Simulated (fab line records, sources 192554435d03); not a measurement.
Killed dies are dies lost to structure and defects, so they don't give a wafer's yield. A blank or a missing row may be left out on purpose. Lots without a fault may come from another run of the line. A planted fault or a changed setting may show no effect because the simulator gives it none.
fab line records | flow n5_finfet
record lots=7 wafers=19 last_day=18
route steps=1938 shown MOL_CONTACT_COAG@569 BEOL_M4@1111 PASSIVATION@1936
lots that met no fault: from a run of the same line without faults
start_h: hours from the record's first day to the start of the lot's first wafer shown | wait_h: hours since the lot's step before | " the same as in the row above | L1.1+2: a row that stands for several wafers | - no value, or no start given | * or withheld: withheld | < > ~ a bound
route shown NAME@n: a module of which the file shows steps, and the number in the route of the first | usual: mean/standard deviation of fault-free wafers | same: alike in all rows | chamber/n: place in a boat | sites: the reading at each site | _std_site: their standard deviation | _edge_site: outer sites' mean less inner sites' | radius_mm: how far each site lies from the wafer's centre | mask NAME#n: copy n | behind: the tool/chamber that last shaped the wafer | hold: why the lot was held/for how many hours/how that ended | device: the transistor (n, p or np) that didn't switch | end of line: the same wafers' tests at the end of the route | a step without rows: its recipe alone | killed: dies lost to structure and defects at the first sort, not the wafer's yield | map: a wafer's dies, x killed, . not, _ none there
set.NAME: the setting as run; set.NAME@STEP: as run at that earlier step | model.NAME: the simulator's own value behind a step, which no gauge read
lots at some steps of the route; a table a step, a row a wafer
services: from which hour (start_h, from the record's first day; less than 0 if before it) a tool's chamber was out of use, for how many hours, and why
## steps
# step N5_MOL_CONTACT_COAG_SOFTBAKE_79
# recipe temp_c=110 time_s=60 resist=CAR-EUV
# step N5_MOL_CONTACT_COAG_EXPOSE_81
# recipe mask_id=VG na=0.33 source_shape=annular sigma_inner=0.3 sigma_outer=0.7 polarization=unpolarized defocus_nm=0 dose_mj=59.5
# step N5_MOL_CONTACT_COAG_PEB_82
# recipe peb_temp_c=100 peb_time_s=60 resist=CAR-EUV
# step N5_MOL_CONTACT_COAG_DEVELOP_83
# recipe develop_time_s=30 developer=TMAH resist=CAR-EUV rinse_liquid=surfactant_rinse dry=air_spin dev_temp_c=23
# step N5_MOL_CONTACT_COAG_CD_MEAS_84
# recipe target_cd_nm=25.1 landing_energy_ev=500 detector=se_inlens polarity=opening
# usual cd_nm=25.04/0.26
# columns lot.wafer tool chamber start_h wait_h cd_nm
L109.1 cd_sem-02 0 96.65 - 25.27
L109.4 " 0 " " 25.20
L109.6 " 0 " " 25.48
L114.1 cd_sem-02 0 125.76 - 25.05
L114.3 " 0 " " 25.02
L114.4 " 0 " " 25.16
L115.1 cd_sem-02 0 140.30 - 24.83
L115.5 " 0 " " 24.86
L120.1 cd_sem-02 0 167.85 - 24.98
L120.6 " 0 " " 25.29
L122.1 cd_sem-02 0 185.72 - 24.81
L122.4 " 0 " " 24.77
L122.6 " 0 " " 24.62
L129.1 cd_sem-03 0 220.56 - 24.91
L129.3 " 0 " " 24.86
L129.6 " 0 " " 25.11
L132.2 cd_sem-03 0 243.42 - 25.02
L132.3 " 0 " " 24.87
L132.4 " 0 " " 24.82
# step N5_MOL_CONTACT_COAG_OVL_MEAS_85
# recipe points_per_wafer=522
# usual VG_OVL=-0.2/0.65
# columns lot.wafer tool chamber start_h wait_h VG_OVL[nm]
L109.1 overlay-01 0 96.68 0.0 -1.4
L109.4 " 0 " " -0.6
L109.6 " 0 " " -0.5
L114.1 overlay-01 0 125.79 0.0 0.3
L114.3 " 0 " " 0.5
L114.4 " 0 " " 0.5
L115.1 overlay-02 0 140.33 0.0 -0.3
L115.5 " 0 " " -0.2
L120.1 overlay-02 0 167.88 0.0 0.4
L120.6 " 0 " " -0.7
L122.1 overlay-02 0 185.75 0.0 -0.4
L122.4 " 0 " " 0.1
L122.6 " 0 " " -0.2
L129.1 overlay-01 0 220.59 0.0 -0.3
L129.3 " 0 " " 0.8
L129.6 " 0 " " 1.1
L132.2 overlay-01 0 243.46 0.0 0.1
L132.3 " 0 " " -0.4
L132.4 " 0 " " 0.8
# step N5_MOL_CONTACT_COAG_INSPECT_57
# recipe mode=adi inspect_instrument=brightfield
# usual raw_defect_count=200/49
# columns lot.wafer tool chamber start_h wait_h raw_defect_count
L109.1 defect_inspect-01 - 96.74 0.1 270
L109.4 " - " " 167
L109.6 " - " " 204
L114.1 defect_inspect-02 - 125.85 0.1 250
L114.3 " - " " 149
L114.4 " - " " 245
L115.1 defect_inspect-02 - 140.39 0.1 103
L115.5 " - " " 130
L120.1 defect_inspect-02 - 167.94 0.1 156
L120.6 " - " " 212
L122.1 defect_inspect-01 - 185.81 0.1 239
L122.4 " - " " 217
L122.6 " - " " 276
L129.1 defect_inspect-02 - 220.65 0.1 189
L129.3 " - " " 182
L129.6 " - " " 173
L132.2 defect_inspect-01 - 243.51 0.0 147
L132.3 " - " " 135
L132.4 " - " " 152
# step N5_MOL_CONTACT_COAG_DESCUM_88
# recipe chemistry=O2 time_s=7 source_power_w=50 bias_power_w=20 pressure_mtorr=20 rf_frequency_hz=2.712e+07 temp_c=40 resist=CAR-EUV o2_flow_sccm=225
# usual drypump_motor_current_A=5.7/0.54 oes_product_au=0.79/0.11 rf_vpp_V=242.7/1.5 showerhead_plenum_p_Torr=2.07/0.08 throttle_valve_pct=20.38/0.24
# columns lot.wafer tool chamber start_h wait_h drypump_motor_current_A oes_product_au rf_hours_counter_h rf_vpp_V showerhead_plenum_p_Torr throttle_valve_pct
L109.1 rie_diel-06 0 96.77 0.0 5.6 0.70 232 242.8 1.99 20.74
L109.4 " 3 " " 5.3 0.69 240 241.6 2.07 20.32
L109.6 " 2 " " 5.5 0.91 - 244.1 2.14 20.62
L114.1 rie_diel-01 1 126.64 0.8 6.7 0.69 244 241.6 2.06 20.82
L114.3 " 2 " " 5.1 0.69 234 242.9 2.07 20.42
L114.4 " 1 " " 6.7 0.69 - 243.2 2.06 20.82
L115.1 rie_diel-01 2 140.89 0.5 5.2 0.69 241 243.2 2.06 20.42
L115.5 " 2 " " 5.2 0.69 - 243.4 2.06 20.42
L120.1 rie_diel-02 3 169.07 1.1 6.6 0.69 207 242.8 1.96 20.03
L120.6 " 2 " " 5.4 0.97 - 244.6 2.24 20.32
L122.1 rie_diel-06 2 185.85 0.0 5.5 0.86 62 244.5 2.12 20.68
L122.4 " 1 " " 4.9 0.80 125 242.1 2.10 20.22
L122.6 " 3 " " 5.3 0.93 - 243.2 2.06 20.06
L129.1 rie_diel-01 3 220.69 0.0 6.1 0.89 30 242.1 2.07 20.56
L129.3 " 0 " " 6.0 0.77 137 243.3 2.08 20.30
L129.6 " 3 " " 6.0 0.88 - 242.7 2.07 20.55
L132.2 rie_diel-01 1 243.54 0.0 6.7 0.90 27 243.1 2.04 20.47
L132.3 " 2 " " 5.1 0.94 21 242.4 2.05 19.95
L132.4 " 3 " " 6.1 0.87 37 242.5 2.06 20.56
# step N5_MOL_CONTACT_COAG_ETCH_89
# recipe chemistry=N2/H2 target=underlayer target_depth_a=130 mask_material=CAR-EUV time_s=10.4 ion_energy_ev=200 pressure_mtorr=30 source_w=840 bias_w=150 n2_flow_sccm=200 h2_flow_sccm=200 ends=cleared
# usual drypump_motor_current_A=5.7/0.54 etch_rf_on_time_s=10.45/0.22 n2_flow_sccm=200.1/1.9 oes_product_au=0.68/0.091 rf_vpp_V=523.1/2.7 showerhead_plenum_p_Torr=2.51/0.092 throttle_valve_pct=17.84/0.21
# columns lot.wafer tool chamber start_h wait_h drypump_motor_current_A etch_rf_on_time_s n2_flow_sccm oes_product_au rf_hours_counter_h rf_vpp_V showerhead_plenum_p_Torr throttle_valve_pct
L109.1 rie_diel-06 0 96.81 0.0 5.6 10.51 200.0 0.61 232 519.5 2.41 18.21
L109.4 " 3 " " 5.3 10.32 199.0 0.59 240 524.2 2.51 17.78
L109.6 " 2 " " 5.5 10.38 199.7 0.77 - 525.9 2.60 17.97
L114.1 rie_diel-01 1 126.67 0.0 6.7 10.46 199.3 0.59 244 523.9 2.50 18.28
L114.3 " 2 " " 5.2 10.18 200.7 0.60 234 522.8 2.50 17.85
L114.4 " 1 " " 6.7 10.44 199.8 0.60 - 522.3 2.50 18.28
L115.1 rie_diel-01 2 140.93 0.0 5.1 10.17 199.3 0.60 241 521.6 2.50 17.88
L115.5 " 2 " " 5.1 10.17 200.4 0.60 - 522.5 2.50 17.87
L120.1 rie_diel-02 3 169.11 0.0 6.6 10.41 200.0 0.58 207 520.4 2.44 17.86
L120.6 " 2 " " 5.4 10.40 200.2 0.84 - 529.0 2.72 17.72
L122.1 rie_diel-06 2 185.88 0.0 5.5 10.48 199.9 0.71 62 524.0 2.58 18.04
L122.4 " 1 " " 4.9 10.55 200.8 0.68 125 524.0 2.55 17.59
L122.6 " 3 " " 5.3 10.04 199.9 0.80 - 522.0 2.49 17.46
L129.1 rie_diel-01 3 220.72 0.0 6.0 10.29 199.1 0.76 30 524.2 2.49 17.77
L129.3 " 0 " " 6.0 10.89 199.8 0.64 137 525.1 2.54 17.79
L129.6 " 3 " " 6.0 10.21 199.2 0.76 - 523.6 2.49 17.78
L132.2 rie_diel-01 1 243.58 0.0 6.7 10.31 199.7 0.77 27 521.4 2.48 17.86
L132.3 " 2 " " 5.1 10.20 200.3 0.80 21 522.0 2.49 17.40
L132.4 " 3 " " 6.1 10.13 199.7 0.75 37 521.5 2.49 17.79
# step N5_MOL_CONTACT_COAG_ETCH_90
# recipe chemistry=CF4 target=SiARC target_depth_a=130 mask_material=CAR-EUV time_s=21.7 ion_energy_ev=80 pressure_mtorr=40 source_w=545 bias_w=36 Ar_flow_sccm=100 cf4_flow_sccm=100 ends=cleared
# usual drypump_motor_current_A=5.7/0.54 etch_rf_on_time_s=21.8/0.5 oes_product_au=0.68/0.093 rf_vpp_V=183.7/1.1 showerhead_plenum_p_Torr=2.12/0.072 throttle_valve_pct=15.58/0.22
# columns lot.wafer tool chamber start_h wait_h drypump_motor_current_A etch_rf_on_time_s oes_product_au rf_hours_counter_h rf_vpp_V showerhead_plenum_p_Torr throttle_valve_pct
L109.1 rie_diel-06 0 96.83 0.0 5.5 21.8 0.60 232 182.5 2.02 15.81
L109.4 " 3 " " 5.3 21.5 0.59 240 184.5 2.11 15.57
L109.6 " 2 " " 5.5 21.5 0.77 - 185.1 2.17 15.70
L114.1 rie_diel-01 1 126.69 0.0 6.7 21.8 0.59 244 182.7 2.11 16.06
L114.3 " 2 " " 5.2 21.7 0.59 234 183.6 2.11 15.60
L114.4 " 1 " " 6.7 21.5 0.59 - 182.9 2.11 16.05
L115.1 rie_diel-01 2 140.95 0.0 5.1 21.6 0.59 241 183.1 2.11 15.58
L115.5 " 2 " " 5.1 21.5 0.60 - 184.2 2.11 15.58
L120.1 rie_diel-02 3 169.13 0.0 6.5 21.4 0.60 207 182.6 2.04 15.46
L120.6 " 2 " " 5.4 21.7 0.83 - 186.5 2.28 15.40
L122.1 rie_diel-06 2 185.90 0.0 5.5 21.8 0.71 62 184.3 2.16 15.80
L122.4 " 1 " " 4.9 22.1 0.67 125 184.2 2.16 15.41
L122.6 " 3 " " 5.3 21.1 0.80 - 182.6 2.10 15.17
L129.1 rie_diel-01 3 220.74 0.0 6.1 21.2 0.76 30 183.0 2.11 15.64
L129.3 " 0 " " 6.0 22.4 0.65 137 182.8 2.15 15.63
L129.6 " 3 " " 6.1 21.2 0.76 - 183.1 2.11 15.61
L132.2 rie_diel-01 1 243.60 0.0 6.7 21.6 0.77 27 184.0 2.10 15.60
L132.3 " 2 " " 5.1 21.6 0.78 21 183.8 2.10 15.13
L132.4 " 3 " " 6.0 21.4 0.75 37 184.0 2.11 15.64
# step N5_MOL_CONTACT_COAG_ALD_131
# recipe material=SiO2 target_thk_a=50 temp_c=100 ald_precursor_family=BDEAS ald_co_reactant=O2-plasma pulse_time_s=1 co_reactant_pulse_time_s=1 purge_time_s=2 co_reactant_purge_time_s=2 ald_cycles=35 pressure_torr=2
# usual heater_power_w=76.3/2.8 precursor_pulse_height_rel=0.998/0.019
# columns lot.wafer tool chamber start_h wait_h heater_power_w precursor_pulse_height_rel
L109.1 ald_sin-03 1 96.99 0.1 77.3 1.019
L109.4 " 2 " " 76.8 0.986
L109.6 " 0 " " 77.6 1.028
L114.1 ald_sin-04 1 126.77 0.1 74.5 0.979
L114.3 " 3 " " 76.8 1.006
L114.4 " 1 " " 75.9 1.014
L115.1 ald_sin-01 0 141.03 0.1 77.2 0.996
L115.5 " 2 " " 83.2 0.995
L120.1 ald_sin-04 3 169.21 0.1 75.6 0.996
L120.6 " 3 " " 76.1 0.978
L122.1 ald_sin-04 2 187.01 1.1 75.8 0.960
L122.4 " 3 " " 76.3 1.004
L122.6 " 3 " " 74.9 0.976
L129.1 ald_sin-03 0 220.82 0.1 79.3 0.995
L129.3 " 2 " " 78.1 1.035
L129.6 " 1 " " 78.2 0.995
L132.2 ald_sin-04 0 243.70 0.1 73.1 0.994
L132.3 " 1 " " 75.1 0.987
L132.4 " 0 " " 73.9 1.017
# step N5_MOL_CONTACT_COAG_ETCHBACK_132
# recipe chemistry=CHF3 target=SiO2 target_depth_a=100 time_s=6.7 ion_energy_ev=200 pressure_mtorr=30 source_w=610 bias_w=170 Ar_flow_sccm=200 CHF3_flow_sccm=50
# usual drypump_motor_current_A=5.7/0.55 oes_f_703_au=0.82/0.1 oes_product_au=0.82/0.11 rf_vpp_V=519/9.8 showerhead_plenum_p_Torr=2.36/0.075 throttle_valve_pct=18.68/0.22
# columns lot.wafer tool chamber start_h wait_h drypump_motor_current_A oes_f_703_au oes_product_au rf_hours_counter_h rf_vpp_V showerhead_plenum_p_Torr throttle_valve_pct
L109.1 rie_diel-06 2 97.24 0.2 5.5 0.89 0.90 27 522 2.41 18.85
L109.4 " 1 " " 4.9 0.82 0.83 87 535 2.41 18.48
L109.6 " 0 " " 5.5 0.73 0.69 - 498 2.25 18.94
L114.1 rie_diel-06 0 126.95 0.1 5.5 0.72 0.69 249 498 2.25 18.97
L114.3 " 1 " " 4.9 0.81 0.82 103 534 2.41 18.49
L114.4 " 0 " " 5.5 0.72 0.68 - 496 2.25 18.97
L115.1 rie_diel-06 3 141.21 0.1 5.3 1.00 0.98 3 517 2.34 18.27
L115.5 " 0 " " 5.6 0.72 0.68 - 498 2.25 18.99
L120.1 rie_diel-06 3 169.39 0.1 5.3 0.96 0.94 13 519 2.34 18.27
L120.6 " 1 " " 4.9 0.79 0.81 - 534 2.40 18.51
L122.1 rie_diel-01 1 187.19 0.1 6.7 0.95 0.96 8 516 2.33 18.72
L122.4 " 0 " " 6.0 0.76 0.76 126 513 2.40 18.76
L122.6 " 3 " " 6.0 0.91 0.91 - 517 2.35 18.77
L129.1 rie_diel-01 1 221.00 0.1 6.7 0.92 0.91 20 516 2.33 18.75
L129.3 " 3 " " 6.1 0.88 0.89 30 518 2.35 18.79
L129.6 " 0 " " 6.0 0.75 0.75 - 513 2.40 18.79
L132.2 rie_diel-02 2 243.88 0.1 5.4 0.89 0.91 32 528 2.53 18.66
L132.3 " 3 " " 6.6 0.69 0.67 234 514 2.24 18.48
L132.4 " 2 " " 5.4 0.89 0.90 - 527 2.53 18.66
# step N5_MOL_CONTACT_COAG_ETCH_91
# recipe chemistry=N2/H2 target=SOC target_depth_a=600 overetch_a=210 mask_material=SiARC temp_c=40 time_s=101.2 ion_energy_ev=200 pressure_mtorr=30 source_w=840 bias_w=150 n2_flow_sccm=200 h2_flow_sccm=200
# usual drypump_motor_current_A=5.7/0.55 n2_flow_sccm=200.0/0.64 oes_product_au=0.69/0.085 rf_vpp_V=523.4/2.4 showerhead_plenum_p_Torr=2.52/0.08 throttle_valve_pct=17.78/0.22
# columns lot.wafer tool chamber start_h wait_h drypump_motor_current_A n2_flow_sccm oes_product_au rf_hours_counter_h rf_vpp_V showerhead_plenum_p_Torr throttle_valve_pct model.SiARC_of_MOL_CONTACT_COAG_COAT_76.thk_nm
L109.1 rie_diel-06 2 97.28 0.0 5.5 201.0 0.75 27 525.7 2.60 17.94 5.8
L109.4 " 1 " " 4.9 201.0 0.70 87 525.4 2.57 17.51 5.8
L109.6 " 0 " " 5.5 199.5 0.59 - 520.0 2.41 18.18 6
L114.1 rie_diel-06 0 126.98 0.0 5.5 199.2 0.59 249 519.4 2.40 18.20 4.6
L114.3 " 1 " " 4.9 199.5 0.69 103 522.7 2.56 17.54 4.2
L114.4 " 0 " " 5.6 200.2 0.58 - 521.2 2.40 18.21 6
L115.1 rie_diel-06 3 141.24 0.0 5.3 200.4 0.80 3 521.4 2.50 17.41 4
L115.5 " 0 " " 5.5 199.0 0.58 - 521.3 2.40 18.23 6
L120.1 rie_diel-06 3 169.43 0.0 5.3 199.7 0.78 13 523.5 2.50 17.42 4
L120.6 " 1 " " 4.9 199.8 0.68 - 522.8 2.55 17.57 5.8
L122.1 rie_diel-01 1 187.22 0.0 6.7 199.4 0.79 8 523.1 2.49 17.81 5.8
L122.4 " 0 " " 6.0 200.3 0.65 126 524.5 2.54 17.74 6.2
L122.6 " 3 " " 6.1 200.8 0.75 - 523.0 2.49 17.71 5.8
L129.1 rie_diel-01 1 221.03 0.0 6.7 200.2 0.77 20 522.6 2.49 17.83 5.8
L129.3 " 3 " " 6.0 199.6 0.74 30 521.8 2.49 17.74 5.8
L129.6 " 0 " " 6.0 200.4 0.65 - 526.4 2.54 17.77 6
L132.2 rie_diel-02 2 243.91 0.0 5.4 200.4 0.75 32 527.6 2.71 17.73 5.8
L132.3 " 3 " " 6.6 200.5 0.56 234 517.3 2.43 17.88 5.8
L132.4 " 2 " " 5.4 200.6 0.75 - 528.3 2.71 17.73 5.8
# step N5_MOL_CONTACT_COAG_STRIP_92
# recipe chemistry=N2/H2 temp_c=40 n2_flow_sccm=200 h2_flow_sccm=200 rf_frequency_hz=6e+07
# step N5_BEOL_M4_RC_MEAS_101
# usual DIBL_N=36.2/1.6 DIBL_P=36.1/2 IOFF_N=0.16/0.032 IOFF_P=0.22/0.036 ION_N=672/11 ION_P=463/7.5 SS_N=71.4/0.58 SS_P=73.2/0.67 VT_N=250/3.3 VT_P=-250/3.3
# columns lot.wafer tool chamber start_h wait_h DIBL_N[mV/V] DIBL_P[mV/V] IOFF_N[nA/um] IOFF_P[nA/um] ION_N[uA/um] ION_P[uA/um] SS_N[mV/dec] SS_P[mV/dec] VT_N[mV] VT_P[mV]
L109.1 prober-02 0 172.82 0.0 37.3 39.4 0.17 0.19 680 459 71.3 73.7 249 -252
L109.4 " 0 " " 37.8 39.4 0.17 0.19 680 452 71.4 73.7 251 -253
L109.6 " 0 " " 36.9 37.5 0.14 0.17 659 448 71.0 73.1 254 -257
L114.1 prober-01 0 200.38 0.0 40.1 39.0 0.25 0.27 700 474 72.1 73.9 242 -247
L114.3 " 0 " " 34.9 34.1 0.13 0.19 671 463 71.4 72.9 252 -253
L114.4 " 0 " " 34.5 33.0 0.13 0.18 664 456 71.1 72.2 251 -249
L115.1 prober-02 0 217.67 0.0 36.8 37.5 0.16 0.21 684 466 71.2 72.8 250 -251
L115.5 " 0 " " 35.2 34.5 0.13 0.17 664 460 71.5 71.7 255 -255
L120.1 prober-01 0 237.90 0.0 36.6 37.0 0.17 0.26 681 470 71.9 73.4 249 -245
L120.6 " 0 " " 37.1 37.5 0.19 0.28 683 477 72.1 72.7 246 -242
L122.1 prober-02 0 253.54 0.0 35.8 37.1 0.16 0.21 677 466 71.4 73.5 250 -248
L122.4 " 0 " " 36.6 38.8 0.20 0.25 684 470 71.9 74.4 244 -250
L122.6 " 0 " " 35.6 36.5 0.16 0.21 676 459 71.0 73.3 249 -250
L129.1 prober-02 0 305.07 0.0 39.0 37.3 0.18 0.24 677 469 70.9 73.5 249 -248
L129.3 " 0 " " 35.9 33.6 0.13 0.19 650 451 70.3 72.7 251 -251
L129.6 " 0 " " 38.1 35.7 0.16 0.22 671 464 70.6 72.6 248 -248
L132.2 prober-02 0 340.00 0.2 36.9 38.3 0.17 0.23 675 469 71.6 73.0 249 -251
L132.3 " 0 " " 34.1 34.9 0.12 0.19 668 464 71.0 72.4 254 -252
L132.4 " 0 " " 34.5 35.5 0.14 0.19 671 463 71.1 72.4 250 -250
# step N5_PASSIVATION_PROBE_49
# usual defect_limited_yield=91.4/1.3 killed_at_M0_to_M3=34/10 killed_at_M4_up=14/5.6 killed_at_contacts=13/5.9 killed_at_front_end=37/9.9 killed_at_other=3.5/2.8 killed_dies=101/15 killed_open=67/12 killed_short=32/6.6 sort_bin_5_function=5.0/0.81 sort_bin_6_memory=3.2/0.66 sort_n_pass=1079/15 sort_yield_pct=91.4/1.3
# same gross_dies=1180 killed_at_back_side=0 sort_bin_4_leakage[%]=0 sort_bin_8_speed[%]=0
# columns lot.wafer tool chamber start_h wait_h defect_limited_yield[%] killed_at_M0_to_M3 killed_at_M4_up killed_at_contacts killed_at_front_end killed_at_other killed_dies killed_open killed_short sort_bin_5_function[%] sort_bin_6_memory[%] sort_n_pass sort_yield_pct[%]
L114.1 prober-01 - 311.67 0.0 90.9 51 19 11 24 2 107 79 27 5.7 3.1 1073 90.9
L114.3 prober-01 - 311.77 0.1 93.4 38 9 3 21 7 78 54 24 3.6 2.8 1102 93.4
L114.4 prober-01 - 311.82 0.2 91.4 57 14 10 20 0 101 72 28 5.3 3.1 1079 91.4
# killed by level:class
L114.1 BEOL_M3:geometric_particle:open=22 BEOL_M4:geometric_particle:open=10 STI_FIN_REVEAL:geometric_particle:open=9 BEOL_M0_SAQP:geometric_particle:open=8 MOL_CONTACT_COAG:geometric_particle:open=7 BEOL_M1:geometric_particle:open=5 BEOL_M0_SAQP:geometric_particle:short=5 BEOL_M2:geometric_particle:open=5
L114.3 BEOL_M3:geometric_particle:open=15 BEOL_M0_SAQP:geometric_particle:open=10 ILD0:geometric_particle:open=5 BEOL_M4:geometric_particle:open=5 BEOL_M0_SAQP:geometric_particle:short=4 PASS1_DEP:geometric_particle:open=4 FIN_SAQP:geometric_particle:short=3 BEOL_M3:geometric_particle:short=3
L114.4 BEOL_M2:geometric_particle:open=16 BEOL_M0_SAQP:geometric_particle:short=13 BEOL_M3:geometric_particle:open=10 BEOL_M0_SAQP:geometric_particle:open=10 MOL_CONTACT_COAG:geometric_particle:open=9 BEOL_M4:geometric_particle:open=8 FIN_SAQP:geometric_particle:open=5 BEOL_M5:geometric_particle:open=4
## services
# columns tool chamber start_h hours kind
ald_sin-04 - 85.71 14.0 pm
rie_diel-02 - 96.68 28.1 pm
rie_diel-01 - 105.62 2.8 pm
ald_sin-01 - 114.67 2.8 pm
rie_diel-01 3 118.77 - clean
rie_diel-01 3 118.77 - consumable_replace:focus_ring
rie_diel-01 3 118.77 22.9 scheduled_down
rie_diel-01 3 118.77 22.9 vent_cycle
ald_sin-04 0 125.72 10.5 repair
rie_diel-02 3 126.12 3.5 repair
rie_diel-01 1 141.67 - clean
rie_diel-01 1 141.67 - consumable_replace:focus_ring
rie_diel-01 1 141.67 20.2 scheduled_down
rie_diel-01 1 141.67 20.2 vent_cycle
rie_diel-02 3 143.67 19.0 repair
ald_sin-01 - 157.02 14.6 pm
ald_sin-01 - 176.75 14.0 pm
ald_sin-01 2 197.06 3.2 repair
rie_diel-02 1 209.60 1.2 repair
rie_diel-06 2 212.80 6.6 repair
rie_diel-01 0 231.78 6.0 repair
ald_sin-04 1 232.00 10.4 repair
ald_sin-03 - 237.07 0.9 repair
ald_sin-04 3 238.99 12.5 repair
## key
first_sign none at tools or gauges
model_effect step=N5_MOL_CONTACT_COAG_ETCH_91 value=SiARC_of_MOL_CONTACT_COAG_COAT_76.thk_nm without=5.75 struck=4.2
met_at N5_MOL_CONTACT_COAG_ETCH_91
struck_wafers L114.1,L114.3,L115.1,L120.1
onset_between 97.28 126.98
fault kind=process_parameter_drift tool=rie_diel-06 chamber=- onset_h=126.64 steps=N5_MOL_CONTACT_COAG_ETCH_91 channel=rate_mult offset=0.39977 shape=step end_h=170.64 scope=struck_wafers_only
